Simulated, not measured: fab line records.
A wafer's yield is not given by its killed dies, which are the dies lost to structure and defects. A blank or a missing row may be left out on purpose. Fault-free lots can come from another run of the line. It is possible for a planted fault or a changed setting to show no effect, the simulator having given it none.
fab line records | flow nand-harc
record: lots: 13 | wafers: 37 | last-day: 24
route steps=1159 shown P_GATE@213 P_CONTACT@233 END@1159
lots that met no fault: taken from a fault-free run of the same line
start-h: start of the lot's first displayed wafer, in hours after the record's first day | wait-h: hours elapsed since this lot's preceding step | " the same as in the row above | L1.1+2: one row covering several wafers at once | - no value, or no start was given | * or withheld: withheld | < > ~ a bound
route shown NAME@n: a module of which the file shows steps, and the number in the route of the first | usual: mean/standard deviation of fault-free wafers | same: alike in all rows | chamber/n: place in a boat | sites: the reading at each site | _std_site: how widely they spread, as a standard deviation | _edge_site: outer sites' mean less inner sites' | radius-mm: for every site, how far away it sits from the centre of the wafer | mask NAME#n: copy n | behind: the last tool/chamber to shape the wafer | hold: why the lot went on hold/how many hours it stayed there/how the hold came to an end | device: names the non-switching transistor (n, p or np) | end of line: the tests these same wafers got at the end of their route | a step given without rows: its recipe and nothing more | killed: dies lost to structure and defects at the first sort, not the wafer's yield | map: shows each die of a wafer: x if killed, . if not, _ if none is there
set.NAME: the setting the step ran with; set.NAME@STEP: the setting that earlier step ran with | model.NAME: the simulator's own value behind a step, which no gauge read
a sample of lots followed through the steps of the route, with each step as a table and each wafer as a row
services: when a tool's chamber went out of use (start-h, in hours from the record's first day, below 0 if earlier), for how many hours, and the reason
== steps ==
step: NHARC_P_GATE_RTA_80
recipe: temp-c: 300 | time-s: 30
usual: lamp-power-pct: 1.98/0.091 | lamp_zone_4_pct: 1.98/0.091 | lamp_zone_5_pct: 1.98/0.091 | lamp_zone_7_pct: 2.08/0.095 | wafer_temp_C_max: 302.0/0.41
lot.wafer | tool          | chamber | start-h | wait-h | lamp-power-pct | lamp_zone_4_pct | lamp_zone_5_pct | lamp_zone_7_pct | wafer_temp_C_max
L493.3    | rtp-anneal-01 | 0       | 102.23  | -      | 2.05           | 2.06            | 2.06            | 2.15            | 302.4
L493.4    | "             | 0       | "       | "      | 2.05           | 2.06            | 2.06            | 2.16            | 302.2
L493.5    | "             | 0       | "       | "      | 2.06           | 2.06            | 2.06            | 2.15            | 301.5
L494.1    | rtp-anneal-01 | 0       | 111.29  | -      | 2.05           | 2.05            | 2.05            | 2.15            | 301.5
L494.4    | "             | 0       | "       | "      | 2.05           | 2.05            | 2.05            | 2.15            | 302.3
L494.5    | "             | 0       | "       | "      | 2.05           | 2.05            | 2.05            | 2.15            | 302.1
L495.2    | rtp-anneal-02 | 0       | 119.39  | -      | 1.87           | 1.87            | 1.87            | 1.96            | 302.0
L495.4    | "             | 0       | "       | "      | 1.87           | 1.87            | 1.86            | 1.96            | 301.7
L495.6    | "             | 0       | "       | "      | 1.87           | 1.87            | 1.87            | 1.96            | 302.3
L496.1    | rtp-anneal-01 | 0       | 120.22  | -      | 2.05           | 2.05            | 2.05            | 2.15            | 301.9
L496.2    | "             | 0       | "       | "      | 2.05           | 2.05            | 2.05            | 2.15            | 302.1
L496.6    | "             | 0       | "       | "      | 2.05           | 2.05            | 2.05            | 2.15            | 302.1
L498.1    | rtp-anneal-01 | 0       | 132.36  | -      | 2.05           | 2.05            | 2.05            | 2.15            | 302.0
L498.2    | "             | 0       | "       | "      | 2.05           | 2.05            | 2.05            | 2.15            | 302.6
L498.5    | "             | 0       | "       | "      | 2.05           | 2.05            | 2.05            | 2.15            | 302.0
L497.3    | rtp-anneal-02 | 0       | 134.00  | -      | 1.86           | 1.87            | 1.87            | 1.96            | 301.5
L497.4    | "             | 0       | "       | "      | 1.86           | 1.86            | 1.87            | 1.96            | 302.4
L497.6    | "             | 0       | "       | "      | 1.86           | 1.86            | 1.86            | 1.96            | 301.7
L499.3    | rtp-anneal-01 | 0       | 143.50  | -      | 2.05           | 2.05            | 2.05            | 2.15            | 301.4
L499.4    | "             | 0       | "       | "      | 2.05           | 2.05            | 2.05            | 2.15            | 301.8
L499.5    | "             | 0       | "       | "      | 2.05           | 2.05            | 2.05            | 2.15            | 301.9
L500.4    | rtp-anneal-01 | 0       | 144.12  | -      | 2.05           | 2.05            | 2.05            | 2.15            | 302.5
L500.5    | "             | 0       | "       | "      | 2.05           | 2.05            | 2.05            | 2.15            | 303.2
L500.6    | "             | 0       | "       | "      | 2.05           | 2.05            | 2.05            | 2.15            | 302.7
L502.2    | rtp-anneal-02 | 0       | 155.76  | -      | 1.86           | 1.87            | 1.86            | 1.96            | 301.7
L502.3    | "             | 0       | "       | "      | 1.87           | 1.86            | 1.86            | 1.96            | 302.0
L502.5    | "             | 0       | "       | "      | 1.87           | 1.87            | 1.87            | 1.96            | 302.3
L503.1    | rtp-anneal-02 | 0       | 168.47  | -      | 1.86           | 1.86            | 1.87            | 1.96            | 301.1
L503.4    | "             | 0       | "       | "      | 1.86           | 1.86            | 1.87            | 1.96            | 301.9
L503.5    | "             | 0       | "       | "      | 1.87           | 1.86            | 1.87            | 1.96            | 301.6
L511.4    | rtp-anneal-01 | 0       | 209.28  | -      | 2.06           | 2.05            | 2.06            | 2.16            | 302.3
L511.5    | "             | 0       | "       | "      | 2.05           | 2.06            | 2.06            | 2.15            | 302.3
L514.1    | rtp-anneal-01 | 0       | 232.70  | -      | 2.06           | 2.05            | 2.06            | 2.15            | 301.8
L514.4    | "             | 0       | "       | "      | 2.05           | 2.05            | 2.05            | 2.16            | 301.8
L516.1    | rtp-anneal-01 | 0       | 241.59  | -      | 2.05           | 2.05            | 2.05            | 2.15            | 302.6
L516.4    | "             | 0       | "       | "      | 2.05           | 2.05            | 2.05            | 2.16            | 302.4
L516.6    | "             | 0       | "       | "      | 2.05           | 2.05            | 2.05            | 2.15            | 303.6
step: NHARC_P_CONTACT_OVL_MEAS_13
usual: overlay-x-nm: 0.2/0.86 | overlay-y-nm: -0.2/0.8
lot.wafer | tool       | chamber | start-h | wait-h | overlay-x-nm | overlay-y-nm
L493.3    | overlay-01 | -       | 104.53  | -      | 0.8          | -0.2
L493.4    | "          | -       | "       | "      | 0.0          | -0.1
L493.5    | "          | -       | "       | "      | 0.2          | 0.2
L494.1    | overlay-02 | -       | 113.65  | -      | -1.0         | 0.7
L494.4    | "          | -       | "       | "      | -1.3         | 0.3
L494.5    | "          | -       | "       | "      | -1.5         | 0.8
L495.2    | overlay-01 | -       | 121.71  | -      | 0.7          | -1.2
L495.4    | "          | -       | "       | "      | 1.7          | -1.2
L495.6    | "          | -       | "       | "      | 1.1          | -1.0
L496.1    | overlay-01 | -       | 122.62  | -      | 1.0          | 0.0
L496.2    | "          | -       | "       | "      | 1.2          | 0.5
L496.6    | "          | -       | "       | "      | 0.6          | -0.3
L498.1    | overlay-01 | -       | 135.02  | -      | 0.1          | 0.5
L498.2    | "          | -       | "       | "      | 0.5          | -0.2
L498.5    | "          | -       | "       | "      | 0.5          | -0.7
L497.3    | overlay-02 | -       | 136.33  | -      | 2.1          | -0.5
L497.4    | "          | -       | "       | "      | 2.4          | -0.6
L497.6    | "          | -       | "       | "      | 2.0          | -1.4
L499.3    | overlay-02 | -       | 145.80  | -      | -0.5         | -0.2
L499.4    | "          | -       | "       | "      | 0.1          | 0.3
L499.5    | "          | -       | "       | "      | -0.1         | -0.3
L500.4    | overlay-02 | -       | 146.45  | -      | -0.5         | -0.9
L500.5    | "          | -       | "       | "      | 0.1          | -0.9
L500.6    | "          | -       | "       | "      | -0.7         | -1.1
L502.2    | overlay-01 | -       | 158.08  | -      | 1.4          | -0.5
L502.3    | "          | -       | "       | "      | 0.7          | -0.6
L502.5    | "          | -       | "       | "      | 1.2          | -0.2
L503.1    | overlay-01 | -       | 170.96  | -      | 0.1          | 0.1
L503.4    | "          | -       | "       | "      | -0.2         | 0.6
L503.5    | "          | -       | "       | "      | 0.2          | 0.4
L511.4    | overlay-02 | -       | 211.56  | -      | -0.3         | 0.6
L511.5    | "          | -       | "       | "      | -0.2         | 0.7
L514.1    | overlay-01 | -       | 235.26  | -      | 1.1          | 0.3
L514.4    | "          | -       | "       | "      | 0.9          | -0.2
L516.1    | overlay-01 | -       | 243.92  | -      | 1.2          | -1.6
L516.4    | "          | -       | "       | "      | 1.2          | -1.6
L516.6    | "          | -       | "       | "      | 1.0          | -1.7
step: NHARC_P_CONTACT_ETCH_18
recipe: target-depth-a: 4810 | time-s: 240.5 | c4f8-flow-sccm: 20 | o2-flow-sccm: 10 | ar-flow-sccm: withheld | rf-w: 600 | bias-w: 1500 | chemistry: C4F8/O2/Ar
usual: oes-product-au: 0.954/0.02 | rf-vpp-V: 978/6.8 | run-length-s: 261.7/0.48
lot.wafer | tool        | chamber | start-h | wait-h | oes-product-au | rf-hours-counter-h | rf-vpp-V | run-length-s
L493.4    | rie-diel-07 | 0       | 105.11  | -      | 0.966          | 5                  | 973      | 261.8
L493.3    | "           | 1       | "       | "      | 0.947          | 2                  | 974      | 261.7
L493.5    | "           | 0       | "       | "      | 0.973          | -                  | 974      | 262.2
L494.1    | rie-diel-06 | 2       | 114.24  | -      | 0.973          | 5                  | 986      | 262.6
L494.4    | "           | 0       | "       | "      | 0.938          | 5                  | 979      | 261.0
L494.5    | "           | 2       | "       | "      | 0.973          | -                  | 986      | 262.5
L495.4    | rie-diel-01 | 3       | 122.35  | -      | 0.931          | 60                 | 981      | 261.9
L495.2    | "           | 0       | "       | "      | 0.940          | 57                 | 970      | 261.8
L495.6    | "           | 0       | "       | "      | 0.937          | -                  | 971      | 261.8
L496.2    | rie-diel-06 | 0       | 123.20  | -      | 0.924          | 6                  | 980      | 260.7
L496.1    | "           | 3       | "       | "      | 0.914          | 5                  | 971      | 261.1
L496.6    | "           | 0       | "       | "      | 0.929          | -                  | 978      | 260.8
L498.1    | rie-diel-06 | 2       | 135.62  | -      | 0.984          | 7                  | 987      | 262.3
L498.2    | "           | 3       | "       | "      | 0.966          | 7                  | 972      | 261.2
L498.5    | "           | 1       | "       | "      | 0.965          | -                  | 986      | 261.4
L497.4    | rie-diel-06 | 2       | 136.90  | -      | 0.967          | 7                  | 986      | 262.5
L497.3    | "           | 1       | "       | "      | 0.989          | 8                  | 987      | 261.9
L497.6    | "           | 3       | "       | "      | 0.948          | -                  | 971      | 261.2
L499.3    | rie-diel-07 | 1       | 146.42  | -      | 0.956          | 6                  | 973      | 261.5
L499.4    | "           | 2       | "       | "      | 0.993          | 9                  | 970      | 262.1
L499.5    | "           | 3       | "       | "      | 0.972          | -                  | 985      | 261.7
L500.4    | rie-diel-07 | 3       | 147.03  | -      | 0.938          | 9                  | 987      | 261.7
L500.5    | "           | 3       | "       | "      | 0.945          | -                  | 987      | 261.9
L500.6    | "           | 0       | "       | "      | 0.947          | -                  | 971      | 261.9
L502.3    | rie-diel-06 | 3       | 158.67  | -      | 0.929          | 10                 | 972      | 261.4
L502.2    | "           | 0       | "       | "      | 0.954          | 9                  | 978      | 261.3
L502.5    | "           | 3       | "       | "      | 0.938          | -                  | 971      | 261.5
L503.4    | rie-diel-07 | 0       | 171.54  | -      | 0.965          | 12                 | 973      | 261.6
L503.1    | "           | 1       | "       | "      | 0.968          | 9                  | 975      | 261.2
L503.5    | "           | 0       | "       | "      | 0.962          | -                  | 972      | 261.8
L511.4    | rie-diel-06 | 2       | 212.14  | -      | 0.952          | 16                 | 984      | 196.1
L511.5    | "           | 3       | "       | "      | 0.959          | -                  | 973      | 261.2
L514.1    | rie-diel-06 | 3       | 235.87  | -      | 0.937          | 18                 | 969      | 261.5
L514.4    | "           | 0       | "       | "      | 0.962          | 17                 | 979      | 194.4
L516.4    | rie-diel-07 | 2       | 244.52  | -      | 0.972          | 1                  | 970      | 261.8
L516.1    | "           | 3       | "       | "      | 0.958          | 1                  | 987      | 261.8
L516.6    | "           | 2       | "       | "      | 0.979          | -                  | 969      | 261.8
step: NHARC_P_CONTACT_ALD_22
recipe: target-thk-a: 30 | pulse-time-s: 1 | ald-cycles: 150 | temp-c: 450 | material: TiN
usual: heater-power-w: 1054/160 | precursor-pulse-height-rel: 1.000/0.02
lot.wafer | tool         | chamber | start-h | wait-h | heater-power-w | precursor-pulse-height-rel
L493.3    | ald-metal-02 | 0       | 106.60  | -      | 953            | 0.950
L493.4    | "            | 2       | "       | "      | 1101           | 0.989
L493.5    | "            | 3       | "       | "      | 831            | 1.019
L494.4    | ald-metal-03 | 1       | 115.63  | -      | 1274           | 1.010
L494.1    | "            | 2       | "       | "      | 1027           | 1.014
L494.5    | "            | 2       | "       | "      | 1020           | 1.052
L495.2    | ald-metal-02 | 0       | 123.72  | -      | 969            | 1.024
L495.4    | "            | 2       | "       | "      | 1106           | 0.997
L495.6    | "            | 0       | "       | "      | 975            | 0.994
L496.2    | ald-metal-01 | 3       | 124.59  | -      | 886            | 1.011
L496.1    | "            | 0       | "       | "      | 1044           | 0.988
L496.6    | "            | 2       | "       | "      | 963            | 0.988
L498.2    | ald-metal-03 | 1       | 136.95  | -      | 1259           | 0.988
L498.1    | "            | 0       | "       | "      | 1480           | 0.984
L498.5    | "            | 1       | "       | "      | 1246           | 0.996
L497.4    | ald-metal-02 | 3       | 138.25  | -      | 806            | 1.023
L497.3    | "            | 1       | "       | "      | 1180           | 1.010
L497.6    | "            | 0       | "       | "      | 971            | 1.011
L499.3    | ald-metal-02 | 1       | 147.79  | -      | 1176           | 1.007
L499.4    | "            | 2       | "       | "      | 1120           | 1.006
L499.5    | "            | 1       | "       | "      | 1202           | 0.993
L500.5    | ald-metal-01 | 0       | 148.45  | -      | 1050           | 0.997
L500.4    | "            | 1       | "       | "      | 1017           | 1.017
L500.6    | "            | 2       | "       | "      | 955            | 1.011
L502.2    | ald-metal-01 | 0       | 160.06  | -      | 1041           | 0.983
L502.3    | "            | 1       | "       | "      | 1040           | 0.979
L502.5    | "            | 3       | "       | "      | 896            | 1.013
L503.1    | ald-metal-03 | 0       | 172.93  | -      | 1280           | 1.012
L503.5    | "            | 1       | "       | "      | 1309           | 1.006
L503.4    | "            | 2       | "       | "      | 1008           | 1.000
L511.4    | ald-metal-03 | 1       | 213.52  | -      | 1322           | 0.983
L511.5    | "            | 3       | "       | "      | 1147           | 0.986
L514.1    | ald-metal-02 | 0       | 237.21  | -      | 929            | 0.996
L514.4    | "            | 2       | "       | "      | 1048           | 0.983
L516.1    | ald-metal-01 | 3       | 245.87  | -      | 862            | 0.956
L516.4    | "            | 2       | "       | "      | 956            | 1.007
L516.6    | "            | 0       | "       | "      | 1048           | 1.029
step: NHARC_END_SORT_01
recipe: temp-c: 25
usual: killed-at-array: 27/11 | killed-at-other: 0.7/1.1 | killed-at-periphery: 3.4/2.1 | killed-dies: 31/12 | killed-open: 3.6/2 | killed-short: 2.0/1.3
same: gross-dies: 677
lot.wafer | tool      | chamber | start-h | wait-h | killed-at-array | killed-at-other | killed-at-periphery | killed-dies | killed-open | killed-short
L511.4    | prober-02 | 0       | 535.00  | 3.4    | 29              | 0               | 648                 | 677         | 4           | 3
L511.5    | prober-02 | 0       | 535.80  | 3.7    | 15              | 0               | 5                   | 20          | 6           | 3
L514.1    | prober-02 | 0       | 557.17  | 2.6    | 32              | 0               | 0                   | 32          | 2           | 1
L514.4    | prober-02 | 0       | 559.63  | 3.5    | 41              | 0               | 636                 | 677         | 3           | 1
killed by level:class
L511.4 P_CONTACT:area-etch=647 A_SLIT:chamber-film-flake=18 A_WL_FILL:chamber-film-flake=3 P_M0:geometric-particle:open=1 A_ONON_D1:geometric-particle:short=1 A_ONON_D1:geometric-particle:open=1 A_SGD_CUT:geometric-particle:short=1 A_WL_FILL:geometric-particle:short=1
L511.5 A_SLIT:chamber-film-flake=4 A_CHANNEL_HOLE_D1:chamber-film-flake=3 A_CONTACT:geometric-particle:short=2 P_STI:chamber-film-flake=2 P_CONTACT:geometric-particle:open=1 P_M0:geometric-particle:open=1 A_SOURCE_PLATE:geometric-particle:open=1 A_CHANNEL_FILL_D1:geometric-particle:short=1
L514.1 A_CHANNEL_HOLE_D1:chamber-film-flake=19 A_ZERO_WELL:chamber-film-flake=4 A_WL_FILL:chamber-film-flake=2 A_CONTACT:chamber-film-flake=2 A_CHANNEL_FILL_D1:geometric-particle:open=1 A_CONTACT:geometric-particle:short=1 A_CONTACT:geometric-particle:open=1 A_STAIRCASE:chamber-film-flake=1
L514.4 P_CONTACT:area-etch=635 A_CHANNEL_HOLE_D1:chamber-film-flake=30 A_CONTACT:chamber-film-flake=4 A_SGD_CUT:chamber-film-flake=2 P_M0:geometric-particle:open=1 A_CHANNEL_FILL_D1:geometric-particle:open=1 A_WL_FILL:geometric-particle:short=1 A_M0:geometric-particle:open=1
== services ==
tool         | chamber | start-h | hours | kind
rie-diel-07  | 3       | 82.78   | 3.0   | repair
rie-diel-06  | 0       | 97.70   | -     | clean
rie-diel-06  | 1       | 97.70   | -     | clean
rie-diel-06  | 2       | 97.70   | -     | clean
rie-diel-06  | 3       | 97.70   | -     | clean
ald-metal-01 | -       | 102.00  | 10.0  | pm
ald-metal-03 | -       | 103.74  | 0.2   | repair
rie-diel-01  | 1       | 104.21  | 4.7   | repair
rie-diel-06  | 0       | 122.20  | -     | clean
rie-diel-06  | 1       | 122.20  | -     | clean
rie-diel-07  | 2       | 131.40  | 2.6   | repair
ald-metal-01 | 3       | 132.86  | 22.4  | repair
rie-diel-01  | -       | 138.80  | 9.0   | pm
ald-metal-03 | -       | 144.00  | 10.0  | pm
ald-metal-03 | 3       | 156.30  | 28.8  | repair
rie-diel-06  | 0       | 179.01  | 1.9   | repair
ald-metal-02 | -       | 186.00  | 10.0  | pm
rie-diel-01  | 1       | 188.14  | 12.0  | repair
rie-diel-07  | 2       | 203.94  | 2.2   | repair
rie-diel-01  | 3       | 223.43  | 9.2   | repair
rie-diel-07  | -       | 228.23  | 9.0   | pm
rie-diel-01  | 0       | 236.14  | 16.6  | repair
ald-metal-02 | 1       | 238.33  | 7.3   | repair
rie-diel-06  | -       | 241.20  | 9.0   | pm
== key ==
first-sign: step: NHARC_P_CONTACT_ETCH_18 | reading: run-length-s | direction: down | sigmas: 99+ | usual: * | struck: *
effect: step: NHARC_END_SORT_01 | reading: killed-at-periphery | direction: up | sigmas: 99+ | usual: 3.4 | struck: 642
more-kills-born-at: NHARC_P_CONTACT_ETCH_18@rie-diel-06: 1282
met-at NHARC_P_CONTACT_ETCH_18
struck-lots L511,L514
struck-wafers L511.4,L514.4
later-rows-left-out L511.4,L514.4
tester-left-out L511,L514
not-acting-at NHARC_P_GATE_RTA_80,NHARC_P_CONTACT_OVL_MEAS_13,NHARC_P_CONTACT_ALD_22
onset-between 158.67 212.14
fault: kind: process-parameter-drift | tool: rie-diel-06 | chamber: - | onset-h: 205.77 | steps: NHARC_P_CONTACT_ETCH_18 | channel: time-s | offset: * | shape: step | end-h: 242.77 | scope: struck-wafers-only | acts-in: * | stated: *
tester-left-out: of these lots the tester's yield and bins aren't shown, on N5 and GAA mostly nor the transistor test; their killed dies are dies lost to structure and defects alone, not to doping, threshold or leakage, so they don't give the yield
later-rows-left-out: the simulator's readings of these wafers behind a module that went badly wrong aren't trusted and aren't shown, but for the sort
